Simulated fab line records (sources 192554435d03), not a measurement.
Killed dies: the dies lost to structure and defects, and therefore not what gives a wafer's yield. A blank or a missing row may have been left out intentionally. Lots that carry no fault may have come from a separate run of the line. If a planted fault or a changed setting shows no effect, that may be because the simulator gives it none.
Which tool is to blame? / flow n5 finfet / Sampling: 24 lots, 72 wafers, 6 of 1938 route steps

WHAT THE GAUGES SHOWED, per wafer
N5_BEOL_M14_THK_MEAS_01.
lot=L074; measured=day 10 13:13; on=film metro-01; M14_ILD_THK (nm)=1133 1114 1147
lot=L076; measured=day 11 06:31; on=film metro-02; M14_ILD_THK (nm)=1111 1114 1125
lot=L075; measured=day 11 09:09; on=film metro-02; M14_ILD_THK (nm)=1103 1119 1139
lot=L077; measured=day 11 16:52; on=film metro-01; M14_ILD_THK (nm)=1124 1102 1127
lot=L078; measured=day 12 00:37; on=film metro-01; M14_ILD_THK (nm)=1100 1129 1139
lot=L079; measured=day 12 09:01; on=film metro-02; M14_ILD_THK (nm)=1121 1135 1137
lot=L081; measured=day 12 11:45; on=film metro-02; M14_ILD_THK (nm)=1122 1115 1134
lot=L080; measured=day 12 12:34; on=film metro-02; M14_ILD_THK (nm)=1101 1126 1136
lot=L082; measured=day 12 17:40; on=film metro-02; M14_ILD_THK (nm)=1125 1128 1153
lot=L083; measured=day 12 18:43; on=film metro-02; M14_ILD_THK (nm)=1116 1122 1145
lot=L084; measured=day 13 09:56; on=film metro-01; M14_ILD_THK (nm)=1116 1144 1153
lot=L085; measured=day 13 10:14; on=film metro-01; M14_ILD_THK (nm)=1125 1130 1131
lot=L086; measured=day 13 11:23; on=film metro-02; M14_ILD_THK (nm)=1126 1139 1132
lot=L087; measured=day 14 11:58; on=film metro-01; M14_ILD_THK (nm)=1107 1128 1104
lot=L089; measured=day 14 17:13; on=film metro-01; M14_ILD_THK (nm)=1107 1121 1130
lot=L088; measured=day 14 17:49; on=film metro-02; M14_ILD_THK (nm)=1105 1107 1117
lot=L090; measured=day 15 06:10; on=film metro-01; M14_ILD_THK (nm)=1131 1119 1125
lot=L091; measured=day 15 09:32; on=film metro-02; M14_ILD_THK (nm)=1125 1121 1117
lot=L092; measured=day 15 09:49; on=film metro-02; M14_ILD_THK (nm)=1103 1126 1112
lot=L093; measured=day 15 21:21; on=film metro-01; M14_ILD_THK (nm)=1114 1114 1121
lot=L094; measured=day 16 03:17; on=film metro-02; M14_ILD_THK (nm)=1088 1116 1118
lot=L095; measured=day 16 06:41; on=film metro-01; M14_ILD_THK (nm)=1131 1135 1143
lot=L096; measured=day 16 16:01; on=film metro-01; M14_ILD_THK (nm)=1114 1119 1152
lot=L097; measured=day 16 20:52; on=film metro-01; M14_ILD_THK (nm)=1135 1109 1148

N5_BEOL_M14_CD_MEAS_17: the cd target is 250 nm.
lot=L074; measured=day 10 14:02; on=cd sem-03; cd nm (nm)=250.7 251.2 252.5
lot=L076; measured=day 11 08:38; on=cd sem-01; cd nm (nm)=251.5 248.2 250.7
lot=L075; measured=day 11 10:32; on=cd sem-01; cd nm (nm)=253.2 249.5 252.3
lot=L077; measured=day 11 17:42; on=cd sem-03; cd nm (nm)=251.0 249.8 251.6
lot=L078; measured=day 12 01:34; on=cd sem-01; cd nm (nm)=250.5 253.8 248.6
lot=L079; measured=day 12 09:51; on=cd sem-03; cd nm (nm)=250.7 252.5 255.5
lot=L081; measured=day 12 12:35; on=cd sem-01; cd nm (nm)=250.4 255.3 252.0
lot=L080; measured=day 12 13:29; on=cd sem-01; cd nm (nm)=252.6 248.8 253.0
lot=L082; measured=day 12 18:31; on=cd sem-01; cd nm (nm)=251.3 252.6 253.2
lot=L083; measured=day 12 19:43; on=cd sem-03; cd nm (nm)=254.9 251.7 252.3
lot=L084; measured=day 13 10:47; on=cd sem-02; cd nm (nm)=252.1 247.5 251.5
lot=L085; measured=day 13 11:21; on=cd sem-01; cd nm (nm)=249.5 248.8 252.2
lot=L086; measured=day 13 12:14; on=cd sem-03; cd nm (nm)=247.4 251.8 250.8
lot=L087; measured=day 14 12:55; on=cd sem-01; cd nm (nm)=252.8 251.2 250.8
lot=L089; measured=day 14 18:08; on=cd sem-01; cd nm (nm)=249.9 252.7 254.0
lot=L088; measured=day 14 18:51; on=cd sem-02; cd nm (nm)=253.2 249.8 252.7
lot=L090; measured=day 15 07:08; on=cd sem-02; cd nm (nm)=251.4 249.9 255.5
lot=L091; measured=day 15 10:30; on=cd sem-03; cd nm (nm)=250.2 252.9 251.4
lot=L092; measured=day 15 11:01; on=cd sem-03; cd nm (nm)=251.6 245.7 246.0
lot=L093; measured=day 15 22:19; on=cd sem-02; cd nm (nm)=246.2 248.8 248.3
lot=L094; measured=day 16 04:15; on=cd sem-03; cd nm (nm)=250.7 251.0 248.9
lot=L095; measured=day 16 07:31; on=cd sem-01; cd nm (nm)=254.7 253.7 252.9
lot=L096; measured=day 16 16:58; on=cd sem-03; cd nm (nm)=244.8 246.0 246.0
lot=L097; measured=day 16 21:41; on=cd sem-01; cd nm (nm)=250.0 247.8 251.4

N5_BEOL_M14_INSPECT_30: inspects for defects (macro).
lot=L074; measured=day 10 14:25; on=defect inspect-01; raw defect count=3 2 1
lot=L076; measured=day 11 09:01; on=defect inspect-01; raw defect count=2 2 2
lot=L075; measured=day 11 11:02; on=defect inspect-02; raw defect count=2 2 2
lot=L077; measured=day 11 18:13; on=defect inspect-02; raw defect count=1 4 2
lot=L078; measured=day 12 02:04; on=defect inspect-01; raw defect count=3 2 3
lot=L079; measured=day 12 10:14; on=defect inspect-01; raw defect count=2 2 0
lot=L081; measured=day 12 12:58; on=defect inspect-02; raw defect count=0 2 4
lot=L080; measured=day 12 13:52; on=defect inspect-01; raw defect count=1 1 0
lot=L082; measured=day 12 19:01; on=defect inspect-01; raw defect count=1 1 0
lot=L083; measured=day 12 20:05; on=defect inspect-01; raw defect count=2 4 1
lot=L084; measured=day 13 11:10; on=defect inspect-02; raw defect count=1 2 2
lot=L085; measured=day 13 11:44; on=defect inspect-02; raw defect count=1 9 5
lot=L086; measured=day 13 12:44; on=defect inspect-01; raw defect count=2 5 3
lot=L087; measured=day 14 13:18; on=defect inspect-02; raw defect count=1 3 3
lot=L089; measured=day 14 18:31; on=defect inspect-02; raw defect count=1 2 2
lot=L088; measured=day 14 19:22; on=defect inspect-02; raw defect count=3 2 0
lot=L090; measured=day 15 07:38; on=defect inspect-02; raw defect count=1 1 1
lot=L091; measured=day 15 11:01; on=defect inspect-01; raw defect count=3 3 2
lot=L092; measured=day 15 11:32; on=defect inspect-02; raw defect count=4 0 2
lot=L093; measured=day 15 22:41; on=defect inspect-01; raw defect count=2 3 3
lot=L094; measured=day 16 04:38; on=defect inspect-01; raw defect count=5 2 1
lot=L095; measured=day 16 08:01; on=defect inspect-02; raw defect count=2 1 0
lot=L096; measured=day 16 17:21; on=defect inspect-02; raw defect count=1 2 2
lot=L097; measured=day 16 22:04; on=defect inspect-02; raw defect count=3 5 4

N5_BEOL_M14_INSPECT_55: inspects for defects (darkfield).
lot=L074; measured=day 10 17:14; on=defect inspect-01; raw defect count=31 75 40
lot=L076; measured=day 11 12:06; on=defect inspect-01; raw defect count=77 98 158
lot=L075; measured=day 11 16:15; on=defect inspect-02; raw defect count=81 117 84
lot=L077; measured=day 11 23:34; on=defect inspect-01; raw defect count=63 65 83
lot=L078; measured=day 12 11:48; on=defect inspect-02; raw defect count=61 68 63
lot=L079; measured=day 12 14:31; on=defect inspect-01; raw defect count=26 50 82
lot=L081; measured=day 12 16:25; on=defect inspect-01; raw defect count=85 95 139
lot=L080; measured=day 12 17:59; on=defect inspect-01; raw defect count=25 33 42
lot=L082; measured=day 12 22:15; on=defect inspect-01; raw defect count=68 69 127
lot=L083; measured=day 13 02:04; on=defect inspect-01; raw defect count=64 43 83
lot=L084; measured=day 13 13:42; on=defect inspect-02; raw defect count=49 65 79
lot=L085; measured=day 13 19:28; on=defect inspect-01; raw defect count=70 49 60
lot=L086; measured=day 13 19:47; on=defect inspect-02; raw defect count=33 67 59
lot=L087; measured=day 14 16:43; on=defect inspect-01; raw defect count=61 40 49
lot=L089; measured=day 15 05:23; on=defect inspect-01; raw defect count=41 49 72
lot=L088; measured=day 15 05:07; on=defect inspect-02; raw defect count=32 54 53
lot=L090; measured=day 15 12:13; on=defect inspect-01; raw defect count=51 38 58
lot=L091; measured=day 15 15:11; on=defect inspect-01; raw defect count=44 37 68
lot=L092; measured=day 15 15:28; on=defect inspect-01; raw defect count=46 52 31
lot=L093; measured=day 16 02:35; on=defect inspect-01; raw defect count=48 57 59
lot=L094; measured=day 16 08:26; on=defect inspect-02; raw defect count=77 108 116
lot=L095; measured=day 16 12:28; on=defect inspect-02; raw defect count=99 54 90
lot=L096; measured=day 16 21:31; on=defect inspect-01; raw defect count=72 71 59
lot=L097; measured=day 17 05:57; on=defect inspect-02; raw defect count=82 67 66

EACH LOT AND THE TOOL THAT RAN IT (in order: tool; ch and the chambers of the sampled wafers; start)
lot=L074; N5_BEOL_M13_PRE_CLEAN_42=pvd sputter-03, day 10 11:46; N5_BEOL_M14_ETCH_59=rie diel-03 ch 0,1,2, day 10 13:38
lot=L076; N5_BEOL_M13_PRE_CLEAN_42=pvd sputter-02, day 11 05:04; N5_BEOL_M14_ETCH_59=rie diel-01 ch 0,2,3, day 11 08:14
lot=L075; N5_BEOL_M13_PRE_CLEAN_42=pvd sputter-03, day 11 07:42; N5_BEOL_M14_ETCH_59=rie diel-03 ch 0,1,3, day 11 10:08
lot=L077; N5_BEOL_M13_PRE_CLEAN_42=pvd sputter-02, day 11 15:23; N5_BEOL_M14_ETCH_59=rie diel-01 ch 2,3, day 11 17:18
lot=L078; N5_BEOL_M13_PRE_CLEAN_42=pvd sputter-03, day 11 23:02; N5_BEOL_M14_ETCH_59=rie diel-01 ch 0,1,2, day 12 01:10
lot=L079; N5_BEOL_M13_PRE_CLEAN_42=pvd sputter-03, day 12 07:31; N5_BEOL_M14_ETCH_59=rie diel-04 ch 0,2,3, day 12 09:27
lot=L081; N5_BEOL_M13_PRE_CLEAN_42=pvd sputter-03, day 12 10:18; N5_BEOL_M14_ETCH_59=rie diel-04 ch 0,1,3, day 12 12:11
lot=L080; N5_BEOL_M13_PRE_CLEAN_42=pvd sputter-02, day 12 10:32; N5_BEOL_M14_ETCH_59=rie diel-03 ch 0,1,3, day 12 13:05
lot=L082; N5_BEOL_M13_PRE_CLEAN_42=pvd sputter-02, day 12 15:38; N5_BEOL_M14_ETCH_59=rie diel-04 ch 0,3, day 12 18:07
lot=L083; N5_BEOL_M13_PRE_CLEAN_42=pvd sputter-03, day 12 17:10; N5_BEOL_M14_ETCH_59=rie diel-03 ch 0,2, day 12 19:17
lot=L084; N5_BEOL_M13_PRE_CLEAN_42=pvd sputter-03, day 13 08:26; N5_BEOL_M14_ETCH_59=rie diel-03 ch 0,1, day 13 10:22
lot=L085; N5_BEOL_M13_PRE_CLEAN_42=pvd sputter-03, day 13 08:45; N5_BEOL_M14_ETCH_59=rie diel-03 ch 0,1,2, day 13 10:47
lot=L086; N5_BEOL_M13_PRE_CLEAN_42=pvd sputter-03, day 13 09:54; N5_BEOL_M14_ETCH_59=rie diel-03 ch 0,2,3, day 13 11:50
lot=L087; N5_BEOL_M13_PRE_CLEAN_42=pvd sputter-03, day 14 10:30; N5_BEOL_M14_ETCH_59=rie diel-04 ch 0,2,3, day 14 12:31
lot=L089; N5_BEOL_M13_PRE_CLEAN_42=pvd sputter-01, day 14 14:50; N5_BEOL_M14_ETCH_59=rie diel-04 ch 0,2,3, day 14 17:44
lot=L088; N5_BEOL_M13_PRE_CLEAN_42=pvd sputter-01, day 14 15:14; N5_BEOL_M14_ETCH_59=rie diel-03 ch 1,3, day 14 18:27
lot=L090; N5_BEOL_M13_PRE_CLEAN_42=pvd sputter-01, day 15 04:26; N5_BEOL_M14_ETCH_59=rie diel-04 ch 1,2, day 15 06:44
lot=L091; N5_BEOL_M13_PRE_CLEAN_42=pvd sputter-02, day 15 08:05; N5_BEOL_M14_ETCH_59=rie diel-01 ch 1,2, day 15 10:06
lot=L092; N5_BEOL_M13_PRE_CLEAN_42=pvd sputter-03, day 15 08:14; N5_BEOL_M14_ETCH_59=rie diel-01 ch 0,1,2, day 15 10:37
lot=L093; N5_BEOL_M13_PRE_CLEAN_42=pvd sputter-03, day 15 18:55; N5_BEOL_M14_ETCH_59=rie diel-01 ch 0,1, day 15 21:55
lot=L094; N5_BEOL_M13_PRE_CLEAN_42=pvd sputter-03, day 16 01:50; N5_BEOL_M14_ETCH_59=rie diel-04 ch 1,2, day 16 03:51
lot=L095; N5_BEOL_M13_PRE_CLEAN_42=pvd sputter-03, day 16 05:14; N5_BEOL_M14_ETCH_59=rie diel-03 ch 0,1,3, day 16 07:07
lot=L096; N5_BEOL_M13_PRE_CLEAN_42=pvd sputter-03, day 16 14:32; N5_BEOL_M14_ETCH_59=rie diel-01 ch 1,2, day 16 16:34
lot=L097; N5_BEOL_M13_PRE_CLEAN_42=pvd sputter-01, day 16 18:47; N5_BEOL_M14_ETCH_59=rie diel-01 ch 1,2, day 16 21:17
- N5_BEOL_M13_PRE_CLEAN_42: time 30 s.
- N5_BEOL_M14_ETCH_59: etches BARC in N2/H2, target depth 89 nm, overetch 26.7 nm, time 67.9 s.

AS READ BY THE TOOLS THEMSELVES (means over the sampled wafers that have a number; for cases with no such wafer, the mark the record gives instead)
N5_BEOL_M13_PRE_CLEAN_42.
lot=L074; tool=pvd sputter-03; heater power w (W)=355
lot=L076; tool=pvd sputter-02; heater power w (W)=304
lot=L075; tool=pvd sputter-03; heater power w (W)=299
lot=L077; tool=pvd sputter-02; heater power w (W)=305
lot=L078; tool=pvd sputter-03; heater power w (W)=344
lot=L079; tool=pvd sputter-03; heater power w (W)=317
lot=L081; tool=pvd sputter-03; heater power w (W)=309
lot=L080; tool=pvd sputter-02; heater power w (W)=309
lot=L082; tool=pvd sputter-02; heater power w (W)=303
lot=L083; tool=pvd sputter-03; heater power w (W)=317
lot=L084; tool=pvd sputter-03; heater power w (W)=361
lot=L085; tool=pvd sputter-03; heater power w (W)=381
lot=L086; tool=pvd sputter-03; heater power w (W)=361
lot=L087; tool=pvd sputter-03; heater power w (W)=313
lot=L089; tool=pvd sputter-01; heater power w (W)=343
lot=L088; tool=pvd sputter-01; heater power w (W)=337
lot=L090; tool=pvd sputter-01; heater power w (W)=340
lot=L091; tool=pvd sputter-02; heater power w (W)=307
lot=L092; tool=pvd sputter-03; heater power w (W)=359
lot=L093; tool=pvd sputter-03; heater power w (W)=340
lot=L094; tool=pvd sputter-03; heater power w (W)=350
lot=L095; tool=pvd sputter-03; heater power w (W)=402
lot=L096; tool=pvd sputter-03; heater power w (W)=356
lot=L097; tool=pvd sputter-01; heater power w (W)=342

N5_BEOL_M14_ETCH_59.
lot=L074; tool=rie diel-03; drypump motor current A (A)=5.8; h2 flow sccm (sccm)=200.1; n2 flow sccm (sccm)=200.1; oes product au (a.u.)=0.65; rf vpp V (V)=524; showerhead plenum p Torr (Torr)=2.57; throttle valve pct (%)=17.84
lot=L076; tool=rie diel-01; drypump motor current A (A)=5.7; h2 flow sccm (sccm)=199.7; n2 flow sccm (sccm)=199.6; oes product au (a.u.)=0.69; rf vpp V (V)=527; showerhead plenum p Torr (Torr)=2.65; throttle valve pct (%)=18.03
lot=L075; tool=rie diel-03; drypump motor current A (A)=5.7; h2 flow sccm (sccm)=199.7; n2 flow sccm (sccm)=199.7; oes product au (a.u.)=0.63; rf vpp V (V)=527; showerhead plenum p Torr (Torr)=2.63; throttle valve pct (%)=18.04
lot=L077; tool=rie diel-01; drypump motor current A (A)=5.5; h2 flow sccm (sccm)=199.9; n2 flow sccm (sccm)=200.2; oes product au (a.u.)=0.66; rf vpp V (V)=526; showerhead plenum p Torr (Torr)=2.68; throttle valve pct (%)=18.18
lot=L078; tool=rie diel-01; drypump motor current A (A)=5.8; h2 flow sccm (sccm)=199.9; n2 flow sccm (sccm)=200.8; oes product au (a.u.)=0.67; rf vpp V (V)=524; showerhead plenum p Torr (Torr)=2.56; throttle valve pct (%)=17.97
lot=L079; tool=rie diel-04; drypump motor current A (A)=5.2; h2 flow sccm (sccm)=199.7; n2 flow sccm (sccm)=200.0; oes product au (a.u.)=0.67; rf vpp V (V)=526; showerhead plenum p Torr (Torr)=2.60; throttle valve pct (%)=17.88
lot=L081; tool=rie diel-04; drypump motor current A (A)=5.5; h2 flow sccm (sccm)=199.5; n2 flow sccm (sccm)=200.0; oes product au (a.u.)=0.69; rf vpp V (V)=523; showerhead plenum p Torr (Torr)=2.54; throttle valve pct (%)=17.96
lot=L080; tool=rie diel-03; drypump motor current A (A)=5.7; h2 flow sccm (sccm)=200.7; n2 flow sccm (sccm)=200.0; oes product au (a.u.)=0.62; rf vpp V (V)=527; showerhead plenum p Torr (Torr)=2.63; throttle valve pct (%)=18.05
lot=L082; tool=rie diel-04; drypump motor current A (A)=5.2; h2 flow sccm (sccm)=200.1; n2 flow sccm (sccm)=199.7; oes product au (a.u.)=0.64; rf vpp V (V)=523; showerhead plenum p Torr (Torr)=2.53; throttle valve pct (%)=18.09
lot=L083; tool=rie diel-03; drypump motor current A (A)=6.1; h2 flow sccm (sccm)=200.2; n2 flow sccm (sccm)=200.2; oes product au (a.u.)=0.60; rf vpp V (V)=525; showerhead plenum p Torr (Torr)=2.56; throttle valve pct (%)=18.18
lot=L084; tool=rie diel-03; drypump motor current A (A)=6.0; h2 flow sccm (sccm)=200.4; n2 flow sccm (sccm)=200.5; oes product au (a.u.)=0.62; rf vpp V (V)=526; showerhead plenum p Torr (Torr)=2.64; throttle valve pct (%)=18.08
lot=L085; tool=rie diel-03; drypump motor current A (A)=5.8; h2 flow sccm (sccm)=199.7; n2 flow sccm (sccm)=200.0; oes product au (a.u.)=0.63; rf vpp V (V)=525; showerhead plenum p Torr (Torr)=2.56; throttle valve pct (%)=17.89
lot=L086; tool=rie diel-03; drypump motor current A (A)=6.0; h2 flow sccm (sccm)=199.9; n2 flow sccm (sccm)=200.3; oes product au (a.u.)=0.69; rf vpp V (V)=525; showerhead plenum p Torr (Torr)=2.54; throttle valve pct (%)=18.02
lot=L087; tool=rie diel-04; drypump motor current A (A)=5.2; h2 flow sccm (sccm)=200.8; n2 flow sccm (sccm)=200.5; oes product au (a.u.)=0.65; rf vpp V (V)=525; showerhead plenum p Torr (Torr)=2.59; throttle valve pct (%)=17.91
lot=L089; tool=rie diel-04; drypump motor current A (A)=5.2; h2 flow sccm (sccm)=199.9; n2 flow sccm (sccm)=200.1; oes product au (a.u.)=0.65; rf vpp V (V)=525; showerhead plenum p Torr (Torr)=2.59; throttle valve pct (%)=17.92
lot=L088; tool=rie diel-03; drypump motor current A (A)=5.5; h2 flow sccm (sccm)=200.0; n2 flow sccm (sccm)=199.9; oes product au (a.u.)=0.76; rf vpp V (V)=525; showerhead plenum p Torr (Torr)=2.61; throttle valve pct (%)=17.74
lot=L090; tool=rie diel-04; drypump motor current A (A)=5.3; h2 flow sccm (sccm)=200.2; n2 flow sccm (sccm)=199.6; oes product au (a.u.)=0.69; rf vpp V (V)=526; showerhead plenum p Torr (Torr)=2.59; throttle valve pct (%)=17.67
lot=L091; tool=rie diel-01; drypump motor current A (A)=5.5; h2 flow sccm (sccm)=200.2; n2 flow sccm (sccm)=200.0; oes product au (a.u.)=0.77; rf vpp V (V)=528; showerhead plenum p Torr (Torr)=2.71; throttle valve pct (%)=17.77
lot=L092; tool=rie diel-01; drypump motor current A (A)=5.8; h2 flow sccm (sccm)=199.9; n2 flow sccm (sccm)=200.2; oes product au (a.u.)=0.72; rf vpp V (V)=526; showerhead plenum p Torr (Torr)=2.66; throttle valve pct (%)=17.84
lot=L093; tool=rie diel-01; drypump motor current A (A)=6.3; h2 flow sccm (sccm)=200.5; n2 flow sccm (sccm)=199.9; oes product au (a.u.)=0.69; rf vpp V (V)=526; showerhead plenum p Torr (Torr)=2.61; throttle valve pct (%)=17.74
lot=L094; tool=rie diel-04; drypump motor current A (A)=5.6; h2 flow sccm (sccm)=200.2; n2 flow sccm (sccm)=200.4; oes product au (a.u.)=0.70; rf vpp V (V)=523; showerhead plenum p Torr (Torr)=2.52; throttle valve pct (%)=17.76
lot=L095; tool=rie diel-03; drypump motor current A (A)=5.7; h2 flow sccm (sccm)=199.4; n2 flow sccm (sccm)=200.1; oes product au (a.u.)=0.74; rf vpp V (V)=527; showerhead plenum p Torr (Torr)=2.61; throttle valve pct (%)=17.80
lot=L096; tool=rie diel-01; drypump motor current A (A)=5.5; h2 flow sccm (sccm)=199.8; n2 flow sccm (sccm)=200.1; oes product au (a.u.)=0.75; rf vpp V (V)=528; showerhead plenum p Torr (Torr)=2.71; throttle valve pct (%)=17.78
lot=L097; tool=rie diel-01; drypump motor current A (A)=5.5; h2 flow sccm (sccm)=199.6; n2 flow sccm (sccm)=199.7; oes product au (a.u.)=0.75; rf vpp V (V)=528; showerhead plenum p Torr (Torr)=2.71; throttle valve pct (%)=17.79

THE ANSWER, worked out from the rows above alone
Rule: usual is defined by the lots themselves. The widest of any qualifying gaps counts: lots, ordered by their means at a reading, are off when they make up no more than a third of the lots, leave a main group of 4 or more, and stand apart from it by 3 or more times the standard deviation of that group's means. If all means in a main group match to the digits the tables above print for the reading, that group is not used. Also off: a lot with no number at a reading for which 4 or more lots have one. The other lots that the step has rows for count as sound. The gauges are gone through in route order, then the tools' own readings, and for those a lot's mean is taken as printed above. At the first step where some lot is off, the reading lying furthest off is the one used; lots without a number count as furthest.
Across all readings shown, no lot is off: no conclusion can be drawn from this.

WHAT THE SIMULATOR HAD PUT IN
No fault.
